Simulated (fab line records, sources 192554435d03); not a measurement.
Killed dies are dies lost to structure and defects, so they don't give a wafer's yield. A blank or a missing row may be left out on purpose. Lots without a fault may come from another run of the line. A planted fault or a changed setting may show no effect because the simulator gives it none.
Split-lot experiment | flow n5_finfet | 7 lots, 21 wafers read, on a route of 1938 steps

THE SPLIT
At N5_BEOL_M13_TRENCH_ETCH_34 (etches SiOC in C4F8/O2/Ar, target depth 413.47 nm, time 162.6 s), the setting time_s was moved away from the recipe's 162.6 s on 6 of the 21 wafers read, by -21.5% to +19.1%. The other wafers ran this setting at the recipe's value.

FROM THE SPLIT TO THE READING: what the file shows between them, 10 steps
- N5_BEOL_M13_STRIP_70: strips in C4F8/O2/Ar
- N5_BEOL_M13_OCD_MEAS_35
- N5_BEOL_M13_STRIP_37: strips in N2/H2
- N5_BEOL_M13_ETCH_38: etches SiCN in CF4/N2, target depth 67.5 nm, time 71.9 s
- N5_BEOL_M13_ECD_47: material Cu, target thk 936 nm
- N5_BEOL_M13_ANNEAL_48: time 90 s
- N5_BEOL_M13_CMP_49: polishes, stops on SiOC, t overpolish 17.1 s, target thk 420 nm
- N5_BEOL_M13_THK_MEAS_50: measures by xrf
- N5_BEOL_M13_PRE_CLEAN_52: time 15 s
- N5_BEOL_M13_DEP_53: deposits SiCN from 3MS/NH3, target thk 50 nm, time 17.8 s

THE READING
M13_RS, in ohm/sq, at N5_BEOL_M13_RS_MEAS_54 (measures by four-point-probe). Fault-free wafers of this fab line usually give 0.0453 ohm/sq, standard deviation 0.00079 ohm/sq.

wafer  | tool, chamber at the split | time_s as run, s | against the recipe | M13_RS, ohm/sq | against lot-mates on the recipe
L077.2 | rie_diel-06, 0             | 127.7            | -21.5%             | 0.0594         | +0.0144
L077.5 | rie_diel-06, 1             | 162.6            | recipe             | 0.0443         | -
L077.6 | rie_diel-06, 0             | 162.6            | recipe             | 0.0458         | -
L080.2 | rie_diel-06, 3             | 162.6            | recipe             | 0.0449         | -
L080.3 | rie_diel-06, 1             | 176.5            | +8.5%              | 0.0413         | -0.0038
L080.5 | rie_diel-06, 1             | 162.6            | recipe             | 0.0453         | -
L083.1 | rie_diel-03, 2             | 193.7            | +19.1%             | 0.0378         | -0.0083
L083.2 | rie_diel-03, 1             | 193.7            | +19.1%             | 0.0391         | -0.0070
L083.6 | rie_diel-03, 1             | 162.6            | recipe             | 0.0461         | -
L088.3 | rie_diel-05, 3             | 162.6            | recipe             | 0.0456         | -
L088.4 | rie_diel-05, 1             | 151.9            | -6.6%              | 0.0488         | +0.0034
L088.5 | rie_diel-05, 3             | 162.6            | recipe             | 0.0452         | -
L087.2 | rie_diel-05, 3             | 140.4            | -13.7%             | 0.0526         | +0.0063
L087.3 | rie_diel-05, 1             | 162.6            | recipe             | 0.0464         | -
L087.6 | rie_diel-05, 1             | 162.6            | recipe             | 0.0462         | -
L093.2 | rie_diel-03, 0             | 162.6            | recipe             | 0.0456         | -
L093.4 | rie_diel-03, 1             | 162.6            | recipe             | 0.0466         | -
L093.6 | rie_diel-03, 0             | 162.6            | recipe             | 0.0465         | -
L095.2 | rie_diel-03, 0,3           | 162.6            | recipe             | 0.0453         | -
L095.4 | rie_diel-03, 2             | 162.6            | recipe             | 0.0446         | -
L095.5 | rie_diel-03, 0,3           | 162.6            | recipe             | 0.0457         | -
Where a row lists several chambers, the file gives one row for several wafers and doesn't say which wafer went through which chamber.

THE FIT
A straight line over all 21 wafers: M13_RS changes by -0.000485 ohm/sq for each +1% of time_s; r = -0.97; the points scatter about the line by 0.0012 ohm/sq.
The same after taking each lot's own level away (the mean of its wafers on the recipe; 21 wafers): -0.000497 ohm/sq for each +1%; r = -0.97; scatter 0.0011 ohm/sq.
On that fit, the largest move of time_s shifts the reading by 0.011 ohm/sq.
The lots' own levels span 0.04505 to 0.04630 ohm/sq, that is 1.6 times the standard deviation above.
So the lot-to-lot level changes the slope little: the two slopes agree.
Check: with one of the wafers moved furthest among these (-21.5%) left out of the fit, the line predicts +0.00913 ohm/sq for it against its lot-mates. It came out at +0.0144 ohm/sq against them.

OTHER SPLITS ON THESE WAFERS
These wafers also went through other splits before the reading. Each is held against what the fit with the lots' levels taken away leaves over:
other split on the same wafers | wafers away from the commonest value | r with M13_RS (lot level and that fit taken away)
N5_BEOL_M12_ETCH_38 time_s     | 7                                    | -0.22

THE WHOLE CHAIN: every reading that the file lists as answering this split, in the file's order
step                       | what it does                                                    | reading                                                                       | change (the file's fit)               | r (the file's)
N5_BEOL_M13_TRENCH_ETCH_34 | etches SiOC in C4F8/O2/Ar, target depth 413.47 nm, time 162.6 s | etch.depth_nm (the simulator's own value, which no gauge read)                | +4.14 nm for each +1% of the setting  | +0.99
N5_BEOL_M13_OCD_MEAS_35    |                                                                 | trench_depth_nm                                                               | +4.13 nm for each +1% of the setting  | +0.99
N5_BEOL_M13_CMP_49         | polishes, stops on SiOC, t overpolish 17.1 s, target thk 420 nm | Cu_of_BEOL_M13_ECD_47.thk_nm (the simulator's own value, which no gauge read) | +4.2 nm for each +1% of the setting   | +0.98
N5_BEOL_M13_THK_MEAS_50    | measures by xrf                                                 | M13_THK                                                                       | +4.2 for each +1% of the setting      | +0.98
N5_BEOL_M13_RS_MEAS_54     | measures by four-point-probe                                    | M13_RS                                                                        | -0.000526 for each +1% of the setting | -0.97

THE FILE'S OWN FIT
M13_RS changes by -0.000526 ohm/sq for each +1% of time_s, r = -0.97.
